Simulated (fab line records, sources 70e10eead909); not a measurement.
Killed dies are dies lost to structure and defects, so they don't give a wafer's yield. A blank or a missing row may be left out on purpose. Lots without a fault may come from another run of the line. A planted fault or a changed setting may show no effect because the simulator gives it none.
fab line records | flow nand_harc
record lots=24 wafers=72 last_day=33
route steps=1302 shown A_CONTACT@1079 A_BLC@1122 A_M0@1158 A_M1@1179
lots that met no fault: from a run of the same line without faults
start_h: hours from the record's first day to the start of the lot's first wafer shown | wait_h: hours since the lot's step before | " the same as in the row above | L1.1+2: a row that stands for several wafers | - no value, or no start given | * or withheld: withheld | < > ~ a bound
route shown NAME@n: a module of which the file shows steps, and the number in the route of the first | usual: mean/standard deviation of fault-free wafers | same: alike in all rows | chamber/n: place in a boat | sites: the reading at each site | _std_site: their standard deviation | _edge_site: outer sites' mean less inner sites' | radius_mm: how far each site lies from the wafer's centre | mask NAME#n: copy n | behind: the tool/chamber that last shaped the wafer | hold: why the lot was held/for how many hours/how that ended | device: the transistor (n, p or np) that didn't switch | end of line: the same wafers' tests at the end of the route | a step without rows: its recipe alone | killed: dies lost to structure and defects at the first sort, not the wafer's yield | map: a wafer's dies, x killed, . not, _ none there
set.NAME: the setting as run; set.NAME@STEP: as run at that earlier step | model.NAME: the simulator's own value behind a step, which no gauge read
steps of the route over a sample of lots; a table a step, a row a wafer
services: from which hour (start_h, from the record's first day; less than 0 if before it) a tool's chamber was out of use, for how many hours, and why
## steps
# step NHARC_A_CONTACT_OVL_MEAS_09
# usual overlay_x_nm=-0.1/0.91 overlay_y_nm=-0.2/0.85
# columns lot.wafer tool chamber start_h wait_h overlay_x_nm overlay_y_nm
L074.3 overlay-01 - 519.81 - 0.2 1.0
L074.4 " - " " 0.3 0.3
L074.5 " - " " -0.2 0.6
L075.3 overlay-01 - 525.17 - 1.7 0.9
L075.4 " - " " 1.4 0.7
L075.6 " - " " 1.2 1.1
L076.1 overlay-01 - 531.47 - -0.3 0.1
L076.2 " - " " -0.5 0.0
L076.5 " - " " -0.3 0.1
L078.1 overlay-02 - 542.78 - -0.8 -0.8
L078.3 " - " " -0.3 -0.8
L078.6 " - " " -0.5 -0.5
L077.2 overlay-01 - 545.38 - -1.3 0.0
L077.3 " - " " -1.3 0.4
L077.4 " - " " -1.7 0.1
L080.1 overlay-02 - 570.84 - -0.6 -1.0
L080.2 " - " " -0.6 -1.3
L080.4 " - " " -0.7 -1.1
L079.1 overlay-02 - 575.15 - 0.6 -1.2
L079.3 " - " " 0.0 -1.6
L079.4 " - " " -0.4 -1.4
L081.2 overlay-01 - 585.60 - 0.4 -0.1
L081.3 " - " " -0.2 -0.5
L081.6 " - " " 1.0 -0.2
L082.2 overlay-01 - 593.93 - -0.8 -0.3
L082.3 " - " " 0.0 -0.9
L082.5 " - " " 0.3 -1.0
L083.3 overlay-01 - 595.66 - -0.3 -1.3
L083.4 " - " " 0.2 -1.0
L083.6 " - " " -0.3 -1.0
L084.2 overlay-01 - 608.20 - -0.7 -0.9
L084.3 " - " " -0.3 -0.8
L084.5 " - " " -1.0 -0.4
L085.2 overlay-02 - 617.62 - 0.8 -0.3
L085.5 " - " " 1.0 -0.4
L085.6 " - " " 1.2 -0.3
L086.1 overlay-01 - 628.55 - -0.6 -0.8
L086.2 " - " " -0.8 -0.9
L086.6 " - " " -0.6 -0.5
L087.1 overlay-02 - 629.48 - -0.7 0.2
L087.4 " - " " -1.6 0.1
L087.5 " - " " -1.0 0.5
L088.2 overlay-01 - 647.50 - 1.8 1.8
L088.3 " - " " 1.3 1.5
L088.6 " - " " 1.3 2.0
L089.4 overlay-01 - 650.92 - 0.6 -0.9
L089.5 " - " " 0.1 -0.6
L089.6 " - " " 0.6 -0.9
L090.1 overlay-02 - 669.13 - -0.5 0.1
L090.3 " - " " -0.5 1.0
L090.5 " - " " -1.1 0.6
L091.1 overlay-01 - 674.50 - -2.3 -0.7
L091.5 " - " " -2.4 -1.1
L091.6 " - " " -2.2 -1.2
L092.2 overlay-02 - 700.06 - 0.1 0.0
L092.5 " - " " -0.3 -0.2
L092.6 " - " " -0.9 -0.4
L093.1 overlay-02 - 701.06 - 0.6 1.1
L093.2 " - " " 0.7 0.3
L093.5 " - " " 0.3 0.5
L094.2 overlay-02 - 718.28 - 0.4 0.3
L094.5 " - " " -0.1 0.3
L094.6 " - " " 0.4 0.5
L095.1 overlay-02 - 721.32 - 0.3 -1.5
L095.2 " - " " 0.4 -0.9
L095.4 " - " " 0.6 -0.2
L096.2 overlay-01 - 729.10 - 1.3 -1.0
L096.4 " - " " 0.8 -0.8
L096.6 " - " " 1.2 -1.0
L097.3 overlay-02 - 736.81 - -0.4 0.3
L097.4 " - " " 0.0 0.5
L097.5 " - " " -0.5 0.6
# step NHARC_A_BLC_ETCH_17
# recipe target_depth_a=3900 over_etch_frac=0.25 time_s=609.38 ion_energy_ev=200 n2_flow_sccm=150 h2_flow_sccm=150 ar_flow_sccm=0 rf_w=400 bias_w=150 chemistry=N2/H2
# usual drypump_motor_current_A=5.9/0.46 oes_product_au=0.996/0.012 rf_vpp_V=430/3.1 showerhead_plenum_p_Torr=2.02/0.11 throttle_valve_pct=14.171/0.0082
# columns lot.wafer tool chamber start_h wait_h drypump_motor_current_A oes_product_au rf_hours_counter_h rf_vpp_V showerhead_plenum_p_Torr throttle_valve_pct
L074.3 rie_diel-11 2 - - 6.4 0.986 8 431 2.07 14.183
L074.4 " 0 " " 6.6 0.984 8 429 1.95 14.165
L074.5 " 3 " " 5.7 0.988 - 434 2.18 14.172
L075.4 rie_diel-11 3 - - 5.7 0.991 8 434 2.18 14.172
L075.3 " 1 " " 5.8 0.968 9 425 1.90 14.170
L075.6 " 3 " " 5.7 0.981 - 435 2.18 14.181
L076.1 rie_diel-11 2 - - 6.4 1.005 10 430 2.07 14.183
L076.2 " 0 " " 6.6 0.984 9 427 1.95 14.172
L076.5 " 1 " " 5.8 0.986 - 426 1.90 14.173
L078.1 rie_diel-04 3 - - 6.1 1.005 0 427 1.92 14.158
L078.3 " 2 " " 5.9 0.995 0 428 1.94 14.164
L078.6 " 3 " " 6.1 1.003 - 427 1.92 14.169
L077.4 rie_diel-04 2 - - 6.0 0.996 0 428 1.94 14.163
L077.3 " 3 " " 6.1 0.994 1 428 1.92 14.175
L077.2 " 0 " " 4.9 1.003 1 428 1.97 14.167
L080.1 rie_diel-04 2 - - 5.9 0.996 2 426 1.93 14.176
L080.4 " 3 " " 6.1 1.002 2 428 1.92 14.181
L080.2 " 0 " " 4.9 0.999 2 429 1.97 14.171
L079.3 rie_diel-04 1 - - 5.7 1.025 3 434 2.19 14.157
L079.4 " 2 " " 5.9 0.993 3 428 1.93 14.170
L079.1 " 3 " " 6.1 0.994 3 427 1.92 14.183
L081.3 rie_diel-04 3 - - 6.1 0.992 3 429 1.92 14.165
L081.2 " 0 " " 4.9 1.020 3 429 1.97 14.173
L081.6 " 1 " " 5.7 1.023 - 435 2.19 14.164
L082.2 rie_diel-04 2 - - 5.9 1.001 4 427 1.93 14.187
L082.3 " 1 " " 5.7 1.015 4 434 2.19 14.169
L082.5 " 1 " " 5.7 1.012 - 437 2.19 14.170
L083.3 rie_diel-04 2 - - 5.9 0.996 5 428 1.93 14.178
L083.4 " 0 " " 4.9 0.999 - 428 1.97 14.180
L083.6 " 1 " " 5.7 1.008 - 435 2.19 14.177
L084.2 rie_diel-04 3 - - 6.1 0.998 4 428 1.92 14.172
L084.3 " 2 " " 5.9 0.993 5 429 1.93 14.160
L084.5 " 3 " " 6.1 1.008 - 427 1.92 14.148
L085.2 rie_diel-11 0 - - 6.6 0.979 0 430 1.95 14.171
L085.6 " 2 " " 6.4 1.004 - 432 2.07 14.172
L085.5 " 3 " " 5.7 0.997 - 433 2.18 14.166
L086.1 rie_diel-04 2 - - 5.9 0.988 7 428 1.93 14.172
L086.2 " 1 " " 5.7 0.999 7 436 2.19 14.168
L086.6 " 2 " " 5.9 0.981 - 428 1.93 14.163
L087.4 rie_diel-11 3 - - 5.6 0.998 2 434 2.18 14.169
L087.1 " 0 " " 6.6 0.981 2 428 1.95 14.172
L087.5 " 0 " " 6.6 0.976 - 429 1.95 14.169
L088.3 rie_diel-11 3 - - 5.7 0.987 3 433 2.18 14.175
L088.2 " 1 " " 5.8 0.984 3 428 1.90 14.167
L088.6 " 3 " " 5.7 0.983 - 434 2.18 14.169
L089.4 rie_diel-11 2 - - 6.4 1.000 5 432 2.06 14.178
L089.6 " 1 " " 5.8 0.985 - 426 1.90 14.174
L089.5 " 2 " " 6.4 0.993 - 431 2.06 14.172
L090.1 rie_diel-11 2 - - 6.4 0.978 6 431 2.06 14.155
L090.3 " 3 " " 5.7 1.002 5 435 2.18 14.157
L090.5 " 1 " " 5.8 0.989 - 426 1.89 14.175
L091.1 rie_diel-11 2 - - 6.4 0.984 6 430 2.06 14.172
L091.5 " 2 " " 6.4 0.998 - 433 2.06 14.172
L091.6 " 3 " " 5.6 0.996 - 434 2.18 14.190
L092.2 rie_diel-04 0 - - 4.9 1.014 11 429 1.97 14.162
L092.6 " 2 " " 5.9 0.986 - 427 1.93 14.150
L092.5 " 3 " " 6.1 1.016 - 427 1.92 14.159
L093.2 rie_diel-02 0 - - 6.1 1.006 39 426 1.95 14.174
L093.1 " 1 " " 6.3 0.993 38 431 2.01 14.183
L093.5 " 2 " " 6.2 1.021 - 427 1.89 14.181
L094.2 rie_diel-04 1 - - 5.7 0.984 1 434 2.19 14.169
L094.6 " 0 " " 4.9 1.013 - 428 1.97 14.169
L094.5 " 1 " " 5.7 1.007 - 434 2.19 14.173
L095.4 rie_diel-02 1 - - 6.2 0.985 48 430 2.01 14.168
L095.2 " 2 " " 6.1 1.022 49 427 1.89 14.184
L095.1 " 3 " " 5.5 0.997 47 433 2.16 14.177
L096.2 rie_diel-11 2 - - 6.4 0.997 11 431 2.06 14.165
L096.4 " 1 " " 5.8 0.980 10 427 1.89 14.169
L096.6 " 2 " " 6.4 0.998 - 432 2.06 14.172
L097.4 rie_diel-11 2 - - 6.4 0.999 11 430 2.06 14.171
L097.3 " 0 " " 6.6 0.978 10 428 1.95 14.171
L097.5 " 3 " " 5.6 0.998 - 434 2.17 14.172
# step NHARC_A_BLC_ETCH_18
# recipe target_depth_a=9100 c4f8_flow_sccm=20 o2_flow_sccm=10 ar_flow_sccm=withheld rf_w=600 bias_w=1500 chemistry=C4F8/O2/Ar
# usual oes_product_au=0.954/0.022 rf_vpp_V=977/6.8
# columns lot.wafer tool chamber start_h wait_h oes_product_au rf_hours_counter_h rf_vpp_V
L074.3 rie_diel-11 1 - - 0.942 9 970
L074.4 " 0 " " 0.960 8 973
L074.5 " 2 " " 0.976 - 980
L075.3 rie_diel-11 0 - - 0.913 9 972
L075.4 " 1 " " 0.907 10 971
L075.6 " 0 " " 0.927 - 973
L076.1 rie_diel-11 3 - - 0.960 9 987
L076.2 " 1 " " 0.964 10 969
L076.5 " 3 " " 0.968 - 986
L078.3 rie_diel-04 0 - - 0.961 0 974
L078.1 " 1 " " 0.992 0 986
L078.6 " 1 " " 0.989 - 987
L077.3 rie_diel-04 0 - - 0.980 1 975
L077.4 " 1 " " 0.993 1 988
L077.2 " 2 " " 0.961 1 971
L080.1 rie_diel-04 2 - - 0.959 3 972
L080.4 " 3 " " 0.975 3 972
L080.2 " 0 " " 0.963 2 974
L079.1 rie_diel-04 1 - - 0.991 3 986
L079.3 " 2 " " 0.971 3 972
L079.4 " 3 " " 0.949 3 971
L081.2 rie_diel-04 1 - - 0.940 3 987
L081.3 " 3 " " 0.917 3 970
L081.6 " 1 " " 0.938 - 988
L082.2 rie_diel-04 1 - - 0.969 4 988
L082.3 " 2 " " 0.967 4 970
L082.5 " 0 " " 0.965 - 974
L083.4 rie_diel-04 1 - - 0.963 4 989
L083.3 " 2 " " 0.955 5 972
L083.6 " 1 " " 0.975 - 988
L084.3 rie_diel-04 2 - - 0.925 6 972
L084.2 " 3 " " 0.925 4 971
L084.5 " 3 " " 0.919 - 971
L085.2 rie_diel-11 3 - - 0.973 1 986
L085.6 " 0 " " 0.947 - 972
L085.5 " 1 " " 0.958 - 970
L086.2 rie_diel-04 1 - - 0.938 7 988
L086.1 " 0 " " 0.931 6 974
L086.6 " 2 " " 0.926 - 971
L087.4 rie_diel-11 1 - - 0.979 2 968
L087.1 " 2 " " 0.964 2 980
L087.5 " 1 " " 0.980 - 969
L088.3 rie_diel-11 1 - - 0.956 4 969
L088.2 " 2 " " 0.964 4 980
L088.6 " 1 " " 0.967 - 969
L089.4 rie_diel-11 3 - - 0.965 4 986
L089.5 " 0 " " 0.958 - 974
L089.6 " 1 " " 0.971 - 969
L090.3 rie_diel-11 0 - - 0.942 5 972
L090.1 " 2 " " 0.956 6 979
L090.5 " 0 " " 0.946 - 973
L091.1 rie_diel-11 0 - - 0.945 5 973
L091.6 " 2 " " 0.982 - 979
L091.5 " 3 " " 0.952 - 986
L092.2 rie_diel-04 1 - - 0.938 11 988
L092.6 " 2 " " 0.911 - 971
L092.5 " 3 " " 0.929 - 972
L093.1 rie_diel-02 1 - - 0.968 38 978
L093.2 " 2 " " 0.990 40 968
L093.5 " 1 " " 0.980 - 975
L094.2 rie_diel-04 0 - - 0.964 1 973
L094.5 " 1 " " 0.986 - 987
L094.6 " 2 " " 0.977 - 971
L095.1 rie_diel-02 1 - - 0.915 49 976
L095.2 " 3 " " 0.928 48 986
L095.4 " 0 " " 0.934 50 972
L096.4 rie_diel-11 0 - - 0.911 10 972
L096.2 " 1 " " 0.907 10 970
L096.6 " 3 " " 0.930 - 987
L097.4 rie_diel-11 2 - - 0.951 12 979
L097.3 " 1 " " 0.926 10 970
L097.5 " 3 " " 0.948 - 985
# step NHARC_A_BLC_PVD_32
# recipe target_thk_a=50 chamber_pressure_pa=5 power_w=5000 substrate_temp_c=200 time_s=17.7 material=Ti
# usual throttle_valve_pct=29.5/0.93
# columns lot.wafer tool chamber start_h wait_h throttle_valve_pct
L074.4 pvd_sputter-01 - - - 29.8
L074.3 " - " " 30.5
L074.5 " - " " 28.2
L075.3 pvd_sputter-01 - - - 27.8
L075.4 " - " " 30.3
L075.6 " - " " 29.8
L076.1 pvd_sputter-03 - - - 29.5
L076.2 " - " " 31.1
L076.5 " - " " 29.1
L078.3 pvd_sputter-03 - - - 29.0
L078.1 " - " " 30.8
L078.6 " - " " 29.7
L077.4 pvd_sputter-02 - - - 30.2
L077.3 " - " " 28.6
L077.2 " - " " 30.0
L080.1 pvd_sputter-01 - - - 28.0
L080.2 " - " " 30.8
L080.4 " - " " 28.4
L079.3 pvd_sputter-02 - - - 28.3
L079.4 " - " " 30.8
L079.1 " - " " 30.1
L081.2 pvd_sputter-01 - - - 28.2
L081.3 " - " " 30.3
L081.6 " - " " 28.2
L082.2 pvd_sputter-03 - - - 31.0
L082.3 " - " " 29.4
L082.5 " - " " 29.7
L083.3 pvd_sputter-02 - - - 30.9
L083.4 " - " " 30.1
L083.6 " - " " 28.3
L084.3 pvd_sputter-03 - - - 29.6
L084.2 " - " " 31.2
L084.5 " - " " 29.5
L085.2 pvd_sputter-01 - - - 30.5
L085.5 " - " " 29.4
L085.6 " - " " 28.8
L086.2 pvd_sputter-02 - - - 31.0
L086.1 " - " " 30.1
L086.6 " - " " 30.9
L087.1 pvd_sputter-02 - - - 30.0
L087.4 " - " " 29.9
L087.5 " - " " 30.2
L088.3 pvd_sputter-03 - - - 29.2
L088.2 " - " " 29.8
L088.6 " - " " 29.1
L089.4 pvd_sputter-03 - - - 29.8
L089.6 " - " " 29.3
L089.5 " - " " 31.2
L090.1 pvd_sputter-02 - - - 29.7
L090.3 " - " " 28.4
L090.5 " - " " 30.6
L091.1 pvd_sputter-01 - - - 28.2
L091.6 " - " " 29.0
L091.5 " - " " 28.2
L092.2 pvd_sputter-01 - - - 28.5
L092.5 " - " " 28.8
L092.6 " - " " 28.3
L093.1 pvd_sputter-01 - - - 29.1
L093.2 " - " " 29.4
L093.5 " - " " 28.6
L094.2 pvd_sputter-01 - - - 28.3
L094.5 " - " " 29.3
L094.6 " - " " 28.6
L095.1 pvd_sputter-03 - - - 29.9
L095.4 " - " " 29.5
L095.2 " - " " 28.4
L096.4 pvd_sputter-01 - - - 29.0
L096.2 " - " " 30.4
L096.6 " - " " 29.5
L097.4 pvd_sputter-03 - - - 31.0
L097.3 " - " " 29.7
L097.5 " - " " 29.9
# step NHARC_A_M0_PVD_20
# recipe target_thk_a=50 bias_v=168.6 power_w=15000 chamber_pressure_pa=0.12 time_s=8.06 substrate_temp_c=50 material=TaN
# usual throttle_valve_pct=29.7/0.88
# columns lot.wafer tool chamber start_h wait_h throttle_valve_pct
L074.3 pvd_sputter-02 - - - 30.7
L074.4 " - " " 28.5
L074.5 " - " " 30.8
L075.3 pvd_sputter-02 - - - 28.7
L075.4 " - " " 30.9
L075.6 " - " " 28.7
L076.1 pvd_sputter-02 - - - 28.4
L076.2 " - " " 30.0
L076.5 " - " " 30.7
L078.3 pvd_sputter-01 - - - 28.5
L078.1 " - " " 29.5
L078.6 " - " " 30.5
L077.2 pvd_sputter-03 - - - 31.3
L077.3 " - " " 29.7
L077.4 " - " " 29.4
L080.4 pvd_sputter-03 - - - 29.4
L080.1 " - " " 31.1
L080.2 " - " " 29.1
L079.1 pvd_sputter-03 - - - 31.3
L079.4 " - " " 29.9
L079.3 " - " " 29.6
L081.2 pvd_sputter-03 - - - 29.3
L081.3 " - " " 29.6
L081.6 " - " " 29.4
L082.3 pvd_sputter-03 - - - 29.6
L082.2 " - " " 29.3
L082.5 " - " " 29.5
L083.3 pvd_sputter-02 - - - 30.5
L083.4 " - " " 30.1
L083.6 " - " " 28.7
L084.3 pvd_sputter-01 - - - 28.8
L084.2 " - " " 28.3
L084.5 " - " " 29.1
L085.2 pvd_sputter-03 - - - 29.4
L085.6 " - " " 29.4
L085.5 " - " " 30.9
L086.2 pvd_sputter-02 - - - 30.6
L086.1 " - " " 30.1
L086.6 " - " " 29.6
L087.1 pvd_sputter-01 - - - 28.9
L087.4 " - " " 30.5
L087.5 " - " " 28.7
L088.2 pvd_sputter-03 - - - 29.1
L088.3 " - " " 29.7
L088.6 " - " " 31.2
L089.4 pvd_sputter-01 - - - 30.5
L089.6 " - " " 30.3
L089.5 " - " " 29.1
L090.1 pvd_sputter-02 - - - 29.5
L090.3 " - " " 28.1
L090.5 " - " " 29.5
L091.1 pvd_sputter-01 - - - 28.7
L091.5 " - " " 28.4
L091.6 " - " " 28.3
L092.2 pvd_sputter-02 - - - 29.7
L092.5 " - " " 31.1
L092.6 " - " " 29.4
L093.2 pvd_sputter-02 - - - 28.5
L093.1 " - " " 31.0
L093.5 " - " " 29.4
L094.2 pvd_sputter-01 - - - 28.9
L094.5 " - " " 30.5
L094.6 " - " " 29.5
L095.1 pvd_sputter-03 - - - 29.9
L095.4 " - " " 28.3
L095.2 " - " " 31.4
L096.2 pvd_sputter-01 - - - 29.5
L096.4 " - " " 29.1
L096.6 " - " " 29.3
L097.3 pvd_sputter-03 - - - 29.8
L097.4 " - " " 28.4
L097.5 " - " " 29.8
# step NHARC_A_M1_CD_MEAS_09
# recipe target_cd_nm=120 landing_energy_ev=500
# usual cd_nm=120.6/0.59
# columns lot.wafer tool chamber start_h wait_h cd_nm
L074.3 cd_sem-02 0 534.09 - 120.5
L074.4 " 0 " " 120.5
L074.5 " 0 " " 119.7
L075.3 cd_sem-01 0 539.57 - 119.8
L075.4 " 0 " " 120.2
L075.6 " 0 " " 121.0
L076.1 cd_sem-02 0 545.81 - 121.0
L076.2 " 0 " " 120.2
L076.5 " 0 " " 121.3
L078.1 cd_sem-03 0 557.47 - 120.3
L078.3 " 0 " " 119.3
L078.6 " 0 " " 120.4
L077.2 cd_sem-03 0 559.72 - 120.3
L077.3 " 0 " " 120.6
L077.4 " 0 " " 119.9
L080.1 cd_sem-02 0 586.19 - 120.9
L080.2 " 0 " " 121.3
L080.4 " 0 " " 120.9
L079.1 cd_sem-01 0 589.61 - 120.2
L079.3 " 0 " " 120.5
L079.4 " 0 " " 120.2
L081.2 cd_sem-02 0 600.20 - 120.9
L081.3 " 0 " " 120.3
L081.6 " 0 " " 119.8
L082.2 cd_sem-03 0 608.23 - 120.9
L082.3 " 0 " " 119.7
L082.5 " 0 " " 120.7
L083.3 cd_sem-03 0 610.15 - 121.1
L083.4 " 0 " " 120.8
L083.6 " 0 " " 120.6
L084.2 cd_sem-01 0 622.58 - 120.7
L084.3 " 0 " " 120.0
L084.5 " 0 " " 120.4
L085.2 cd_sem-02 0 631.63 - 121.2
L085.5 " 0 " " 120.8
L085.6 " 0 " " 120.4
L086.1 cd_sem-03 0 642.81 - 119.5
L086.2 " 0 " " 120.1
L086.6 " 0 " " 119.7
L087.1 cd_sem-01 0 644.83 - 120.6
L087.4 " 0 " " 120.9
L087.5 " 0 " " 120.5
L088.2 cd_sem-03 0 662.11 - 120.2
L088.3 " 0 " " 120.3
L088.6 " 0 " " 120.3
L089.4 cd_sem-03 0 666.01 - 120.8
L089.5 " 0 " " 120.8
L089.6 " 0 " " 120.1
L090.1 cd_sem-02 0 683.45 - 120.8
L090.3 " 0 " " 119.5
L090.5 " 0 " " 119.4
L091.1 cd_sem-02 0 688.96 - 120.6
L091.5 " 0 " " 119.7
L091.6 " 0 " " 121.0
L092.2 cd_sem-02 0 715.05 - 121.5
L092.5 " 0 " " 121.2
L092.6 " 0 " " 121.2
L093.1 cd_sem-01 0 716.00 - 121.1
L093.2 " 0 " " 120.9
L093.5 " 0 " " 121.0
L094.2 cd_sem-02 0 733.36 - 120.0
L094.5 " 0 " " 120.7
L094.6 " 0 " " 120.1
L095.1 cd_sem-03 0 736.05 - 121.0
L095.2 " 0 " " 121.2
L095.4 " 0 " " 121.1
L096.2 cd_sem-02 0 743.90 - 121.0
L096.4 " 0 " " 119.5
L096.6 " 0 " " 120.0
L097.3 cd_sem-01 0 750.99 - 121.2
L097.4 " 0 " " 121.0
L097.5 " 0 " " 121.2
## services
# columns tool chamber start_h hours kind
rie_diel-04 0 514.50 6.3 repair
pvd_sputter-02 - 525.18 2.5 repair
pvd_sputter-03 - 526.03 10.0 pm
rie_diel-04 - 531.95 9.0 pm
pvd_sputter-01 - 536.51 1.5 repair
pvd_sputter-03 - 562.72 8.9 repair
pvd_sputter-01 - 582.08 10.0 pm
rie_diel-11 0 583.12 2.5 repair
rie_diel-04 3 593.63 9.0 repair
pvd_sputter-01 - 599.27 1.2 repair
rie_diel-11 - 609.50 9.0 pm
pvd_sputter-01 - 622.01 3.0 repair
rie_diel-04 0 636.12 1.2 repair
pvd_sputter-03 - 637.22 10.8 repair
rie_diel-04 1 640.51 11.2 repair
pvd_sputter-02 - 651.84 10.0 pm
pvd_sputter-01 - 670.17 4.5 repair
rie_diel-04 1 682.10 4.4 repair
pvd_sputter-03 - 704.03 10.0 pm
rie_diel-04 - 708.95 9.0 pm
pvd_sputter-03 - 714.56 0.5 repair
rie_diel-04 0 729.07 9.3 repair
rie_diel-04 2 735.91 5.1 repair
rie_diel-11 - 744.09 0.6 repair
## key
fault none
